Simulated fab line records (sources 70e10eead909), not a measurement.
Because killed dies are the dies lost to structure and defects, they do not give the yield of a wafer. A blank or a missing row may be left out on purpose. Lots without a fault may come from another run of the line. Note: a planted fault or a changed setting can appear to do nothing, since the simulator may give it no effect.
fab line records | flow nandHarc | part 1 of 2: steps 1 to 29 of 40
record lots=5 wafers=15 lastDay=32
route steps=1302 shown HYBRID_BOND@1239 THIN_TSV@1244
lots untouched by any fault: they come from a run of this same line in which no faults occurred
startH: hours from the record's opening day to when the first of the lot's shown wafers began | waitH: time in hours since the lot's previous step | " unchanged from the row above | L1.1+2: one row covering several wafers at once | - no value, or no start was given | * or withheld: withheld | < > ~ a bound
route shown NAME@n: a module of which the file shows steps, and the number in the route of the first | usual: average and standard deviation across the fault-free wafers | same: alike in all rows | chamber/n: place in a boat | sites: the reading at each site | _std_site: the standard deviation of these | _edge_site: mean of outer sites minus mean of inner sites | radiusMm: for every site, how far away it sits from the centre of the wafer | mask NAME#n: copy n | behind: the last tool/chamber to shape the wafer | hold: the reason the lot was held/the length of the hold in hours/how it ended | device: the transistor (n, p or np) that didn't switch | end of line: tests run on the same wafers once the route is complete | for a step that has no rows: nothing shown but its recipe | killed: at the first sort, the dies lost to defects and structure; wafer yield is something else | map: dies across one wafer; x = killed, . = not, _ = none there
set.NAME: the setting the step ran with; set.NAME@STEP: the setting that earlier step ran with | model.NAME: the simulator's own value behind a step, which no gauge read
lots at selected steps of the route; one table per step, one row per wafer
services: a tool's chamber out of use, with start hour (startH, from the record's first day; less than 0 if before it), hours out, and reason
## steps
# step NHARC_HYBRID_BOND_SRD_02
# recipe timeS=30 tempC=23 dryTimeS=20 spinRpm=1500
# usual co2ResistivityMohmCm=0.1997/0.0022 spinRpm=1500.1/0.78
# columns lot.wafer tool chamber startH waitH co2ResistivityMohmCm spinRpm
L074.4 wetBench-10 1 - - 0.2048 1500.8
L074.2 " 3 " " 0.2017 1500.8
L074.6 " 4 " " 0.1965 1499.1
L080.3 wetBench-08 5 - - 0.2003 1500.7
L080.5 " 6 " " 0.1996 1500.5
L080.1 " 1 " " 0.2043 1500.8
L081.6 wetBench-08 2 - - 0.2008 1500.8
L081.2 " 3 " " 0.1997 1500.3
L081.1 " 5 " " 0.1992 1499.9
L082.1 wetBench-08 3 - - 0.1993 1501.5
L082.4 " 4 " " 0.1952 1500.5
L082.2 " 7 " " 0.1993 1501.6
L095.3 wetBench-08 2 - - 0.1993 1499.5
L095.1 " 3 " " 0.1983 1501.7
L095.6 " 5 " " 0.2044 1498.4
# step NHARC_HYBRID_BOND_BOND_03
# recipe tempC=25
# columns lot.wafer tool chamber startH waitH
L074.2+4+6 waferBonder-01 0 545.81 -
L080.1+3+5 waferBonder-01 0 596.07 -
L081.1+2+6 waferBonder-01 0 603.06 -
L082.1+2+4 waferBonder-01 0 610.48 -
L095.1+3+6 waferBonder-01 0 747.11 -
# step NHARC_HYBRID_BOND_ANNEAL_04
# recipe tempC=300 timeS=7200 rampUpCPerMin=5 rampDownCPerMin=3 idleTempC=100 pressureAtm=1
# usual spikeTcLowerC=300.2/1 spikeTcTopC=334.1/1 zonePowerCentrePct=2.90/0.12
# columns lot.wafer tool chamber startH waitH spikeTcLowerC spikeTcTopC zonePowerCentrePct
L074.2 furnace-07 0 549.94 4.0 300.3 334.3 2.84
L074.4 " 0 " " 300.1 334.7 2.83
L074.6 " 0 " " 298.5 334.2 2.85
L080.1 furnace-06 0 601.00 4.8 300.2 334.4 3.20
L080.3 " 0 " " 300.7 336.4 3.22
L080.5 " 0 " " 300.8 333.3 3.15
L081.1 furnace-02 0 609.81 6.6 300.0 334.2 2.91
L081.2 " 0 " " 299.8 334.7 2.93
L081.6 " 0 " " 300.6 333.1 2.94
L082.1 furnace-07 0 615.23 4.6 301.2 334.4 2.86
L082.2 " 0 " " 300.8 335.3 2.88
L082.4 " 0 " " 300.7 334.5 2.86
L095.1 furnace-07 0 749.76 2.5 301.1 332.8 2.87
L095.3 " 0 " " 299.6 336.0 2.88
L095.6 " 0 " " 300.2 334.2 2.87
# step NHARC_HYBRID_BOND_OVL_MEAS_05
# usual overlayXNm=2/35 overlayYNm=-3/32
# columns lot.wafer tool chamber startH waitH overlayXNm overlayYNm
L074.2 overlay-02 - 554.75 0.4 -14 -66
L074.4 " - " " -22 -1
L074.6 " - " " 107 -36
L080.1 overlay-01 - 605.64 0.4 14 18
L080.3 " - " " 38 -8
L080.5 " - " " -28 9
L081.1 overlay-01 - 614.49 0.4 10 -59
L081.2 " - " " -3 -37
L081.6 " - " " -5 33
L082.1 overlay-01 - 620.01 0.4 36 37
L082.2 " - " " 39 -12
L082.4 " - " " 4 17
L095.1 overlay-02 - 754.56 0.4 -13 11
L095.3 " - " " 25 51
L095.6 " - " " 46 12
# step NHARC_HYBRID_BOND_INSPECT_06
# recipe inspectInstrument=irVoid
# usual rawDefectCount=87/35
# columns lot.wafer tool chamber startH waitH rawDefectCount
L074.2 defectInspect-01 - 554.80 0.1 67
L074.4 " - " " 49
L074.6 " - " " 78
L080.1 defectInspect-01 - 605.69 0.0 132
L080.3 " - " " 104
L080.5 " - " " 148
L081.1 defectInspect-01 - 614.54 0.0 118
L081.2 " - " " 106
L081.6 " - " " 133
L082.1 defectInspect-02 - 620.06 0.0 122
L082.2 " - " " 129
L082.4 " - " " 100
L095.1 defectInspect-01 - 754.62 0.1 101
L095.3 " - " " 97
L095.6 " - " " 93
# step NHARC_THIN_TSV_GRIND_00
# recipe targetThkUm=6
# usual motorCurrentA=11.995/0.023
# columns lot.wafer tool chamber startH waitH motorCurrentA
L074.2 grinder-01 0 555.15 0.3 11.988
L074.4 " 0 " " 11.970
L074.6 " 0 " " 11.984
L080.1 grinder-01 0 605.84 0.1 11.976
L080.3 " 0 " " 11.996
L080.5 " 0 " " 12.000
L081.1 grinder-01 0 614.69 0.1 12.003
L081.2 " 0 " " 12.020
L081.6 " 0 " " 12.017
L082.1 grinder-01 0 620.22 0.1 11.987
L082.2 " 0 " " 11.974
L082.4 " 0 " " 11.943
L095.1 grinder-01 0 755.94 1.3 12.033
L095.3 " 0 " " 11.988
L095.6 " 0 " " 11.974
# step NHARC_THIN_TSV_CMP_01
# recipe targetThkUm=3
# usual motorCurrentA=11.9/1.1
# columns lot.wafer tool chamber startH waitH motorCurrentA
L074.2 cmp-03 3 556.23 0.9 12.8
L074.4 " 0 " " 10.5
L074.6 " 2 " " 12.9
L080.3 cmp-01 0 607.09 0.6 11.0
L080.1 " 2 " " 10.9
L080.5 " 0 " " 11.2
L081.1 cmp-01 0 615.91 1.0 11.2
L081.2 " 1 " " 13.7
L081.6 " 1 " " 13.7
L082.2 cmp-01 3 621.43 0.8 11.0
L082.4 " 1 " " 14.0
L082.1 " 2 " " 10.6
L095.1 cmp-04 2 757.16 1.0 12.9
L095.3 " 3 " " 12.3
L095.6 " 2 " " 12.3
# step NHARC_THIN_TSV_THK_MEAS_02
# recipe thkMeasGauge=ir
# usual thkNm=2978/200
# columns lot.wafer tool chamber startH waitH thkNm
L074.2 filmMetro-02 - 556.45 0.2 3049
L074.4 " - " " 2974
L074.6 " - " " 2630
L080.1 filmMetro-01 - 607.32 - 3025
L080.3 " - " " 2607
L080.5 " - " " 3117
L081.1 filmMetro-01 - 616.18 - 3118
L081.2 " - " " 2833
L081.6 " - " " 2796
L082.1 filmMetro-01 - 621.69 - 2672
L082.2 " - " " 2567
L082.4 " - " " 2650
L095.1 filmMetro-02 - 757.43 0.2 3441
L095.3 " - " " 3171
L095.6 " - " " 3168
# step NHARC_THIN_TSV_SRD_03
# columns lot.wafer tool chamber startH waitH
L074.2+6+4 wetBench-08 6,1,2 556.49 0.0
L080.1+3+5 wetBench-08 3,5,0 607.36 0.0
L081.1+2+6 wetBench-08 3,4,7 616.22 0.0
L082.2+4+1 wetBench-08 5,6,2 621.73 0.0
L095.1+3+6 wetBench-08 7,1,4 757.47 0.0
# step NHARC_THIN_TSV_PRECLEAN_41
# recipe timeS=* tempC=50 bathAgeMin=0 chemistry=SC1
# usual diwFlowMLMin=1414/4 nh4ohFlowMLMin=28.29/0.087 sc1H2o2EndMolL=0.3697/0.00069
# columns lot.wafer tool chamber startH waitH diwFlowMLMin nh4ohFlowMLMin sc1H2o2EndMolL
L074.2 wetBench-08 6 556.51 0.0 1412 28.39 0.3699
L074.6 " 1 " " 1417 28.29 0.3707
L074.4 " 2 " " 1416 28.18 0.3701
L080.1 wetBench-08 3 607.39 0.0 1409 28.33 0.3702
L080.3 " 5 " " 1412 28.28 0.3701
L080.5 " 0 " " 1415 28.39 0.3705
L081.1 wetBench-08 3 616.24 0.0 1409 28.35 0.3694
L081.2 " 4 " " 1412 28.25 0.3699
L081.6 " 7 " " 1413 28.15 0.3698
L082.2 wetBench-08 5 621.76 0.0 1413 28.27 0.3687
L082.4 " 6 " " 1414 28.28 0.3690
L082.1 " 2 " " 1416 28.26 0.3694
L095.1 wetBench-08 7 757.52 0.0 1411 28.47 0.3708
L095.3 " 1 " " 1416 28.42 0.3685
L095.6 " 4 " " 1411 28.26 0.3698
# step NHARC_THIN_TSV_SRD_42
# columns lot.wafer tool chamber startH waitH
L074.2+6+4 wetBench-08 6,1,2 - -
L080.1+3+5 wetBench-08 3,5,0 - -
L081.1+2+6 wetBench-08 3,4,7 - -
L082.2+4+1 wetBench-08 5,6,2 - -
L095.1+3+6 wetBench-08 7,1,4 - -
# step NHARC_THIN_TSV_DEP_43
# recipe targetThkA=13285 tempC=withheld pressureTorr=6.5 rfW=900 teosFlowSccm=161.4 flowSccm=2650 targetThkNm=1328.5 gas=O2 material=SiO2
# usual throttleValvePct=15.9/0.51
# columns lot.wafer tool chamber startH waitH throttleValvePct
L074.2 pecvd-01 2 556.71 - 16.0
L074.4 " 1 " " 16.4
L074.6 " 0 " " 15.4
L080.3 pecvd-04 2 607.54 - 15.7
L080.1 " 1 " " 16.5
L080.5 " 2 " " 15.8
L081.1 pecvd-03 1 616.40 - 15.8
L081.2 " 1 " " 15.4
L081.6 " 1 " " 15.7
L082.2 pecvd-01 0 621.96 - 15.3
L082.1 " 1 " " 16.2
L082.4 " 0 " " 15.4
L095.3 pecvd-04 2 757.69 - 15.5
L095.1 " 0 " " 15.3
L095.6 " 2 " " 15.7
# step NHARC_THIN_TSV_DEHYDRATE_04
# recipe tempC=150 timeS=120
# columns lot.wafer tool chamber startH waitH
L074.2+4+6 lithoTrack-02 0 557.07 -
L080.1+3+5 lithoTrack-03 0 607.95 -
L081.1+2+6 lithoTrack-03 0 617.37 0.8
L082.1+2+4 lithoTrack-03 0 622.32 -
L095.1+3+6 lithoTrack-03 0 758.10 -
# step NHARC_THIN_TSV_HMDS_05
# recipe timeS=30
# columns lot.wafer tool chamber startH waitH
L074.2+4+6 lithoTrack-02 0 - -
L080.1+3+5 lithoTrack-03 0 - -
L081.1+2+6 lithoTrack-03 0 - -
L082.1+2+4 lithoTrack-03 0 - -
L095.1+3+6 lithoTrack-03 0 - -
# step NHARC_THIN_TSV_COAT_06
# recipe spinRpm=*
# columns lot.wafer tool chamber startH waitH
L074.2+4+6 lithoTrack-02 0 - -
L080.1+3+5 lithoTrack-03 0 - -
L081.1+2+6 lithoTrack-03 0 - -
L082.1+2+4 lithoTrack-03 0 - -
L095.1+3+6 lithoTrack-03 0 - -
# step NHARC_THIN_TSV_SOFTBAKE_07
# recipe tempC=122 timeS=95
# columns lot.wafer tool chamber startH waitH
L074.2+4+6 lithoTrack-02 0 - -
L080.1+3+5 lithoTrack-03 0 - -
L081.1+2+6 lithoTrack-03 0 - -
L082.1+2+4 lithoTrack-03 0 - -
L095.1+3+6 lithoTrack-03 0 - -
# step NHARC_THIN_TSV_EBR_08
# columns lot.wafer tool chamber startH waitH
L074.2+4+6 lithoTrack-02 0 - -
L080.1+3+5 lithoTrack-03 0 - -
L081.1+2+6 lithoTrack-03 0 - -
L082.1+2+4 lithoTrack-03 0 - -
L095.1+3+6 lithoTrack-03 0 - -
# step NHARC_THIN_TSV_EXPOSE_09
# recipe na=0.55 doseMj=30.7 maskId=TSV
# usual exposureDoseMJCm2=30.686/0.026 focusOffsetNm=0.0/0.55
# columns lot.wafer tool chamber startH waitH mask exposureDoseMJCm2 focusOffsetNm
L074.2 krfScanner-02 0 557.22 - TSV#0 30.658 -0.4
L074.4 " 0 " " TSV#0 30.725 -0.9
L074.6 " 0 " " TSV#0 30.717 -0.7
L080.1 krfScanner-03 0 608.22 - TSV#0 30.701 1.1
L080.3 " 0 " " TSV#0 30.662 1.4
L080.5 " 0 " " TSV#0 30.644 0.5
L081.1 krfScanner-03 0 617.52 - TSV#0 30.699 -0.1
L081.2 " 0 " " TSV#0 30.700 -0.5
L081.6 " 0 " " TSV#0 30.696 0.8
L082.1 krfScanner-02 0 622.59 - TSV#0 30.655 -0.9
L082.2 " 0 " " TSV#0 30.672 -0.3
L082.4 " 0 " " TSV#0 30.693 -0.4
L095.1 krfScanner-02 0 758.37 - TSV#0 30.697 0.2
L095.3 " 0 " " TSV#0 30.681 -0.4
L095.6 " 0 " " TSV#0 30.669 0.3
# step NHARC_THIN_TSV_PEB_10
# recipe pebTempC=118 pebTimeS=85
# columns lot.wafer tool chamber startH waitH
L074.2+4+6 lithoTrack-03 0 557.28 0.1
L080.1+3+5 lithoTrack-07 0 608.28 0.1
L081.1+2+6 lithoTrack-03 0 617.58 0.1
L082.1+2+4 lithoTrack-07 0 622.66 0.1
L095.1+3+6 lithoTrack-07 0 758.43 0.1
# step NHARC_THIN_TSV_DEVELOP_11
# recipe timeS=70
# columns lot.wafer tool chamber startH waitH
L074.2+4+6 lithoTrack-03 0 - -
L080.1+3+5 lithoTrack-07 0 - -
L081.1+2+6 lithoTrack-03 0 - -
L082.1+2+4 lithoTrack-07 0 - -
L095.1+3+6 lithoTrack-07 0 - -
# step NHARC_THIN_TSV_CD_MEAS_12
# recipe targetCdNm=1000 landingEnergyEv=500
# usual cdNm=999.0/1.7
# columns lot.wafer tool chamber startH waitH cdNm
L074.2 cdSem-01 0 557.38 - 999.5
L074.4 " 0 " " 1000.2
L074.6 " 0 " " 998.9
L080.1 cdSem-01 0 608.37 - 999.9
L080.3 " 0 " " 1001.7
L080.5 " 0 " " 1000.7
L081.1 cdSem-01 0 617.67 - 999.3
L081.2 " 0 " " 998.8
L081.6 " 0 " " 998.1
L082.1 cdSem-03 0 622.75 - 999.4
L082.2 " 0 " " 1002.8
L082.4 " 0 " " 1002.9
L095.1 cdSem-01 0 758.52 - 997.9
L095.3 " 0 " " 998.3
L095.6 " 0 " " 995.2
# step NHARC_THIN_TSV_HARDBAKE_13
# recipe tempC=125 timeS=80
# columns lot.wafer tool chamber startH waitH
L074.2+4+6 lithoTrack-07 0 557.46 -
L080.1+3+5 lithoTrack-07 0 608.45 -
L081.1+2+6 lithoTrack-02 0 617.75 -
L082.1+2+4 lithoTrack-03 0 622.83 -
L095.1+3+6 lithoTrack-03 0 758.60 -
# step NHARC_THIN_TSV_DESCUM_14
# recipe timeS=3 o2FlowSccm=200 arFlowSccm=0 biasPowerW=0 chemistry=O2
# usual drypumpMotorCurrentA=5.7/0.44 oesProductAu=0.999/0.0099 rfVppV=57.9/0.83 showerheadPlenumPTorr=1.92/0.085 throttleValvePct=11.312/0.0087
# columns lot.wafer tool chamber startH waitH drypumpMotorCurrentA oesProductAu rfHoursCounterH rfVppV showerheadPlenumPTorr throttleValvePct
L074.4 rieDiel-13 1 557.53 - 5.9 0.996 0.7 58.3 1.97 11.327
L074.2 " 3 " " 5.5 1.012 0.8 58.3 1.97 11.313
L074.6 " 2 " " 6.1 0.988 - 59.6 1.78 11.299
L080.3 rieDiel-13 2 608.53 - 6.1 0.988 4.2 58.2 1.78 11.305
L080.1 " 1 " " 5.9 1.002 3.6 57.4 1.97 11.317
L080.5 " 2 " " 6.1 0.984 - 57.4 1.78 11.312
L081.2 rieDiel-09 0 617.84 - 5.3 1.004 6.4 57.4 1.78 11.304
L081.1 " 2 " " 5.9 0.998 5.9 56.1 1.92 11.293
L081.6 " 2 " " 5.9 1.009 - 57.1 1.92 11.304
L082.1 rieDiel-11 3 622.91 - 5.5 1.006 0.1 59.0 2.06 11.299
L082.2 " 0 " " 5.3 0.997 0.1 58.0 1.90 11.317
L082.4 " 2 " " 6.4 1.025 0.1 57.9 2.03 11.305
L095.1 rieDiel-11 0 758.69 - 5.3 0.988 6.3 59.1 1.90 11.314
L095.3 " 2 " " 6.4 1.014 7.3 57.3 2.03 11.313
L095.6 " 0 " " 5.3 0.983 - 59.1 1.90 11.324
# step NHARC_THIN_TSV_ETCH_44
# recipe targetDepthA=15942 timeS=797.1 cf4FlowSccm=150 o2FlowSccm=10 arFlowSccm=0 rfW=300 biasW=800 chemistry=CF4/O2
# usual drypumpMotorCurrentA=5.8/0.44 oesProductAu=1.000/0.0096 rfVppV=794/4.7 showerheadPlenumPTorr=1.83/0.075 throttleValvePct=16.915/0.0095
# columns lot.wafer tool chamber startH waitH drypumpMotorCurrentA oesProductAu rfHoursCounterH rfVppV showerheadPlenumPTorr throttleValvePct
L074.4 rieDiel-13 0 557.73 0.2 6.5 1.011 0.8 799 1.92 16.917
L074.2 " 1 " " 5.9 0.993 0.8 796 1.89 16.924
L074.6 " 3 " " 5.6 1.010 - 797 1.88 16.919
L080.3 rieDiel-13 1 608.62 0.1 5.8 1.003 3.7 797 1.89 16.907
L080.1 " 0 " " 6.5 1.004 3.6 802 1.92 16.914
L080.5 " 2 " " 6.1 0.995 - 786 1.71 16.903
L081.2 rieDiel-09 0 617.93 0.1 5.3 1.009 6.5 788 1.72 16.922
L081.1 " 3 " " 5.0 1.003 6.2 791 1.77 16.900
L081.6 " 2 " " 5.9 1.005 - 796 1.84 16.915
L082.4 rieDiel-11 1 623.05 0.1 6.2 1.013 0.2 791 1.79 16.916
L082.2 " 2 " " 6.4 1.016 0.2 801 1.94 16.906
L082.1 " 3 " " 5.5 1.006 0.2 801 1.96 16.911
L095.3 rieDiel-11 3 758.88 0.2 5.4 1.006 7.6 802 1.96 16.913
L095.1 " 0 " " 5.3 0.993 6.4 793 1.82 16.914
L095.6 " 2 " " 6.4 1.010 - 799 1.93 16.913
# step NHARC_THIN_TSV_ETCH_15
# recipe targetDepthA=30000 boschTargetOveretchCycles=2 boschEtchStepS=2.8 boschDepStepS=1.2 boschCycles=14
# usual drypumpMotorCurrentA=5.8/0.4
# columns lot.wafer tool chamber startH waitH drypumpMotorCurrentA rfHoursCounterH
L074.4 rieSi-02 3 558.21 - 6.5 0.5
L074.2 " 0 " " 6.1 0.7
L074.6 " 3 " " 6.4 -
L080.3 rieSi-03 3 609.19 - 5.4 0.2
L080.1 " 1 " " 5.7 0.1
L080.5 " 0 " " 5.4 -
L081.2 rieSi-01 2 618.65 - 6.0 0.4
L081.1 " 3 " " 6.2 0.3
L081.6 " 0 " " 6.4 -
L082.4 rieSi-01 1 623.57 - 5.4 0.5
L082.1 " 3 " " 6.1 0.3
L082.2 " 0 " " 6.4 0.4
L095.3 rieSi-01 2 759.35 - 6.0 0.2
L095.1 " 3 " " 6.1 0.1
L095.6 " 2 " " 6.0 -
# step NHARC_THIN_TSV_CD_MEAS_16
# usual cdNm=999.1/1.8
# columns lot.wafer tool chamber startH waitH cdNm
L074.2 cdSem-01 - 558.34 0.1 999.4
L074.4 " - " " 999.6
L074.6 " - " " 998.1
L080.1 cdSem-03 - 609.34 0.1 999.2
L080.3 " - " " 1001.7
L080.5 " - " " 999.5
L081.1 cdSem-01 - 618.77 0.1 1000.6
L081.2 " - " " 1000.5
L081.6 " - " " 999.2
L082.1 cdSem-03 - 623.72 0.1 997.7
L082.2 " - " " 1001.6
L082.4 " - " " 1002.9
L095.1 cdSem-01 - 759.48 0.1 997.5
L095.3 " - " " 998.6
L095.6 " - " " 995.0
# step NHARC_THIN_TSV_STRIP_45
# recipe powerW=1500 tempC=250 chemistry=O2
# usual drypumpMotorCurrentA=5.8/0.42 heaterPowerW=310/18
# columns lot.wafer tool chamber startH waitH drypumpMotorCurrentA heaterPowerW rfHoursCounterH
L074.2 plasmaAsher-02 0 558.47 0.1 6.0 294 27
L074.4 " 1 " " 6.5 324 -
L074.6 " 1 " " 6.5 320 -
L080.1 plasmaAsher-01 0 609.46 0.1 5.4 334 17
L080.3 " 0 " " 5.4 330 -
L080.5 " 1 " " 5.6 300 -
L081.2 plasmaAsher-02 1 618.84 0.1 6.5 317 1
L081.1 " 0 " " 6.0 284 1
L081.6 " 1 " " 6.5 329 -
L082.1 plasmaAsher-01 0 623.79 0.1 5.4 330 20
L082.2 " 1 " " 5.5 295 20
L082.4 " 0 " " 5.4 324 -
L095.1 plasmaAsher-01 0 759.56 0.1 5.4 317 11
L095.3 " 0 " " 5.4 321 -
L095.6 " 1 " " 5.6 296 -
# step NHARC_THIN_TSV_STRIP_46
# recipe timeS=1200 tempC=72.5 chemistry=postEtchResidueRemover
# columns lot.wafer tool chamber startH waitH
L074.2+6+4 wetBench-10 5,6,7 558.77 0.3
L080.5+3+1 wetBench-08 2,4,7 609.76 0.1
L081.6+2+1 wetBench-08 5,7,0 619.20 0.1
L082.4+1+2 wetBench-10 3,4,5 624.17 0.2
L095.1+6+3 wetBench-10 3,6,7 759.91 0.3
# step NHARC_THIN_TSV_DEP_47
# recipe targetThkA=2000 tempC=withheld pressureTorr=6.5 rfW=900 teosFlowSccm=161.4 flowSccm=2650 targetThkNm=200 gas=O2 material=SiO2
# usual throttleValvePct=15.9/0.51
# columns lot.wafer tool chamber startH waitH throttleValvePct
L074.2 pecvd-04 1 559.29 - 16.4
L074.4 " 1 " " 16.3
L074.6 " 1 " " 16.4
L080.3 pecvd-04 2 610.21 - 15.9
L080.1 " 0 " " 15.2
L080.5 " 0 " " 15.1
L081.1 pecvd-01 0 619.64 - 15.5
L081.2 " 1 " " 16.3
L081.6 " 1 " " 16.1
L082.2 pecvd-01 1 624.64 - 16.5
L082.1 " 2 " " 16.5
L082.4 " 2 " " 16.5
L095.3 pecvd-04 0 760.40 - 14.9
L095.1 " 1 " " 16.1
L095.6 " 0 " " 15.1
